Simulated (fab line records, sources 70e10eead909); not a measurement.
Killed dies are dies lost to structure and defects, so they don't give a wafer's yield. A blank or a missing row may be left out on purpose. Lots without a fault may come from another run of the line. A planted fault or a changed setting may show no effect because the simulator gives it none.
A struck lot beside a sound one | flow nand_harc | 36 steps out of a route of 1302
Sound: wafers L119.2, L119.3, L119.5. Struck: wafers L109.1, L109.4, L109.6. The cause comes at the end.
At each step with rows: each side's tool, then ch and its chambers, then its first start. Under that, the readings that differ: sound wafers | struck wafers | difference of the means | sigmas: that difference in standard deviations of wafers without a fault.
alike: readings whose means differ by less than 2 such deviations, and words and numbers that are the same on both sides. not compared: withheld readings, readings that some wafer has no value for, bounds like >300 that may hide the same value, and numbers for which the record gives no deviation and whose values overlap.
The two part at a step that has a row with sigmas, a row that says differs or no value, or rows on one side only. Numbers that don't overlap but have no deviation are shown without sigmas and don't part them. A reading that every wafer of one side lacks parts them only if that side has two wafers or more.

first, 9 steps without rows for these wafers: NHARC_P_M2_DEGAS_29 (time 60 s); NHARC_P_M2_PRE_CLEAN_30 (time 30 s); NHARC_P_M2_PVD_20 (deposits TaN, target thk 5 nm, time 8.06 s); NHARC_P_M2_PVD_21 (deposits Cu, target thk 30 nm, time 20.49 s); NHARC_P_M2_ECD_22 (material Cu, target thk 400 nm); NHARC_P_M2_ANNEAL_31 (time 90 s); NHARC_P_M2_CMP_23 (polishes, t overpolish 20 s, target thk 144.3 nm); NHARC_P_M2_SRD_25; NHARC_P_M2_PRE_CLEAN_32 (time 12 s).
NHARC_P_M2_DEP_33: deposits SiCN, target thk 30 nm.
  sound on pecvd-01 ch 1,2, day 15 05:09; struck on pecvd-01 ch 1,2, day 10 22:15
  alike: heater_power_w, showerhead_vpp_V
then, 25 steps without rows for these wafers: NHARC_P_BONDPAD_DEP_00 (deposits SiCN, target thk 250 nm); NHARC_P_BONDPAD_CMP_32 (polishes SiCN, target thk 200 nm); NHARC_P_BONDPAD_SRD_34; NHARC_P_BONDPAD_DEHYDRATE_01 (time 120 s); NHARC_P_BONDPAD_HMDS_02 (time 30 s); NHARC_P_BONDPAD_COAT_36 (time 65 s); NHARC_P_BONDPAD_COAT_03 (resist thk 600 nm); NHARC_P_BONDPAD_SOFTBAKE_04 (time 70 s); NHARC_P_BONDPAD_EBR_05; NHARC_P_BONDPAD_EXPOSE_06 (exposes mask P BPAD); NHARC_P_BONDPAD_PEB_07 (peb time 80 s); NHARC_P_BONDPAD_DEVELOP_08 (time 50 s); NHARC_P_BONDPAD_HARDBAKE_10 (time 65 s); NHARC_P_BONDPAD_DESCUM_11 (chemistry O2, time 3 s); NHARC_P_BONDPAD_ETCH_37 (etches the open film in N2/H2, target depth 60 nm, overetch 18 nm, time 65.91 s); NHARC_P_BONDPAD_ETCH_12 (etches the open film in CHF3/O2, target depth 200 nm, time 100 s); NHARC_P_BONDPAD_STRIP_15 (strips in O2); NHARC_P_BONDPAD_ETCH_24 (etches the open film in CF4/N2, target depth 30 nm, time 72.99 s); NHARC_P_BONDPAD_STRIP_16 (strips in post etch residue remover, time 600 s); NHARC_P_BONDPAD_DEGAS_25 (time 60 s); NHARC_P_BONDPAD_PRE_CLEAN_26 (time 30 s); NHARC_P_BONDPAD_PVD_17 (deposits TaN, target thk 5 nm, time 8.06 s); NHARC_P_BONDPAD_PVD_27 (deposits Cu, target thk 30 nm, time 20.49 s); NHARC_P_BONDPAD_ECD_18 (material Cu, target thk 400 nm); NHARC_P_BONDPAD_ANNEAL_28 (time 90 s).
-- the record jumps here: 19 days lie between the struck wafers' starts before and after (it left off in module P_BONDPAD and takes up again in module END, whose first step shown is number 1302 of the route) --
NHARC_END_SORT_01:
  the record has rows for the struck wafers here (prober-01 ch 0, day 29 11:02) and none for the sound ones

WHERE THEY PART
Only at NHARC_END_SORT_01, within this record.

WHY: what the simulator had put in
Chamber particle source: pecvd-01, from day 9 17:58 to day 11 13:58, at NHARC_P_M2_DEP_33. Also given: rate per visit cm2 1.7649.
